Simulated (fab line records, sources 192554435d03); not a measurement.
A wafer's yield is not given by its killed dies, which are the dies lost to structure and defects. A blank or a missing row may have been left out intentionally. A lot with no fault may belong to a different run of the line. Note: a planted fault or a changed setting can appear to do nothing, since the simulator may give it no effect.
Matching of chambers || flow n5Finfet || N5_HKMG_FIN_ALD_21 on aldMetal-01 has 4 sister chambers
The step deposits TiN, target thk 1.5 nm, pulse time 1 s, purge time 3 s. 4 wafers are shown with their chamber, then 12 later ones without.

WAFERS WITH THEIR CHAMBER
{"wafer": "L093.4", "chamber": 3, "heaterPowerW (W)": 852}
{"wafer": "L094.1", "chamber": 1, "heaterPowerW (W)": 941}
{"wafer": "L094.2", "chamber": 0, "heaterPowerW (W)": 906}
{"wafer": "L094.3", "chamber": 2, "heaterPowerW (W)": 975}

WAFERS MISSING THEIR CHAMBER
{"wafer": "L094.4", "heaterPowerW (W)": 848}
{"wafer": "L094.5", "heaterPowerW (W)": 853}
{"wafer": "L094.6", "heaterPowerW (W)": 905}
{"wafer": "L095.1", "heaterPowerW (W)": 959}
{"wafer": "L095.5", "heaterPowerW (W)": 972}
{"wafer": "L095.6", "heaterPowerW (W)": 984}
{"wafer": "L097.1", "heaterPowerW (W)": 838}
{"wafer": "L097.2", "heaterPowerW (W)": 936}
{"wafer": "L097.3", "heaterPowerW (W)": 964}
{"wafer": "L097.4", "heaterPowerW (W)": 899}
{"wafer": "L097.5", "heaterPowerW (W)": 926}
{"wafer": "L097.6", "heaterPowerW (W)": 956}

THE CHAMBER EACH PASSED THROUGH
{"wafer": "L094.4", "from the rows above": 3, "in truth": 3}
{"wafer": "L094.5", "from the rows above": 3, "in truth": 3}
{"wafer": "L094.6", "from the rows above": 0, "in truth": 0}
{"wafer": "L095.1", "from the rows above": "can't be placed: 2 or 1", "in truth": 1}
{"wafer": "L095.5", "from the rows above": 2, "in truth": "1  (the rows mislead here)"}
{"wafer": "L095.6", "from the rows above": 2, "in truth": 2}
{"wafer": "L097.1", "from the rows above": 3, "in truth": 3}
{"wafer": "L097.2", "from the rows above": 1, "in truth": 1}
{"wafer": "L097.3", "from the rows above": "can't be placed: 2 or 1", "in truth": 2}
{"wafer": "L097.4", "from the rows above": 0, "in truth": 0}
{"wafer": "L097.5", "from the rows above": "can't be placed: 1 or 0", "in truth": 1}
{"wafer": "L097.6", "from the rows above": "can't be placed: 1 or 2", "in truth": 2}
Placed correctly: 7 of 12. Unplaceable from these rows: 4, with the true chamber sitting among the candidates in 4. Number placed wrongly: 1.
How it was worked out, from the rows above alone: a wafer's distance from a chamber is the root of the sum, over the readings, of the square of ((its reading less the chamber's mean) divided by the reading's scatter). If the next closest chamber is less than 2 further off than the closest, the wafer can't be placed; otherwise it belongs to the closest. Each chamber's mean is taken over the wafers shown for it. The scatter (one wafer shown for each chamber): square how far every hidden wafer sits from the nearest shown wafer, average those squares and take the square root.
